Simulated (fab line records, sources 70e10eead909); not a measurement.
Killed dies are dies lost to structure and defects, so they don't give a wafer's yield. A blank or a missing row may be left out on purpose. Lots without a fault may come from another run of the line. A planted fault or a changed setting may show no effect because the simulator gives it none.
Problem report in the 8D (eight disciplines) form, filled by code | flow nand_harc | the parts of the form that need people (team, actions taken, sign-off) are left out

1. THE PROBLEM
time_to_endpoint_s at NHARC_P_M2_CMP_23 reads a mean of 14.1 s on 2 wafers of 2 lots; wafers without a fault read 29.2 s with a standard deviation of 2.4. That is -6.3 standard deviations from the usual mean.
The step: polishes, t overpolish 20 s, target thk 144.3 nm.
First seen on wafer L744.3, day 14 02:24, on cmp-04. The record holds 33 wafers of 11 lots with a number at this step. Rule for "out", or "out of limits": more than 4 standard deviations from the usual mean. The other wafers with a number count as sound.

2. WHAT IT IS AND WHAT IT IS NOT
question                    | is                 | is not
which readings at this step | time_to_endpoint_s | motor_current_A
which lots                  | L744, L745         | L726, L727, L728, L729, L731, L733, L737, L742, L747
which wafers of those lots  | L744.3, L745.5     | L744.2, L744.4, L745.2, L745.6
read on which tools         | cmp-01, cmp-04     | cmp-02
when                        | from day 14 02:24  | up to then (26 sound wafers); but 5 sound wafers of L745, L747 came after

3. SUSPECTS, AND WHAT RULES EACH OUT
Counting: a tool at a process step up to the reading stays a suspect if it ran every lot that is out. Sound lots after the first of them don't rule it out here, since some wafers of a struck lot are sound.
- pvd_sputter-03 at NHARC_P_M2_PVD_20 (deposits TaN, target thk 5 nm, time 8.06 s): kept. It ran every lot that is out, first L744 (day 14 01:41); its last sound lot up to then is L742 (day 13 05:35). NHARC_P_M2_PVD_20 gives no start for some lots, so the hours and the order of its lots are those of NHARC_P_M2_ECD_22.
- ecd_cu-01 at NHARC_P_M2_ECD_22 (material Cu, target thk 400 nm): kept. It ran every lot that is out, first L744 (day 14 01:41); its last sound lot up to then is L742 (day 13 05:35).
Left after counting: pvd_sputter-03 at NHARC_P_M2_PVD_20, ecd_cu-01 at NHARC_P_M2_ECD_22.

4. THE CAUSE (what the simulator had put in)
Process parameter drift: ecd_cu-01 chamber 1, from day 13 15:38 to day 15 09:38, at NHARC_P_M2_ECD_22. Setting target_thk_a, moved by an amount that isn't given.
Counting left 2 suspects, and this tool is among them.

5. THE CHAIN OF EFFECTS, in route order
Each row: a reading whose mean over the struck wafers that have a number lies more than 3 standard deviations from the usual. Only readings for which the record gives a usual standard deviation are gone through. hours: the time from each lot's start at the first step in this table that gives one to its start at this step, as a median over the lots. sigmas: the change in usual standard deviations.
hours | step              | reading            | usual  | on struck wafers | change | sigmas
0     | NHARC_P_M2_CMP_23 | time_to_endpoint_s | 29.2 s | 14.1             | -15.1  | -6.3
The process steps in it:
- NHARC_P_M2_CMP_23: polishes, t overpolish 20 s, target thk 144.3 nm.

6. WHAT WOULD HAVE CAUGHT IT SOONER
In this record the first reading out of limits was taken at day 14 02:24, 11 hours after the fault began at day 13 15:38.
Of the lots that are out (2), L745 began NHARC_P_M2_ECD_22 on ecd_cu-01 after day 14 02:24. A hold on the tool at that time would have spared it.
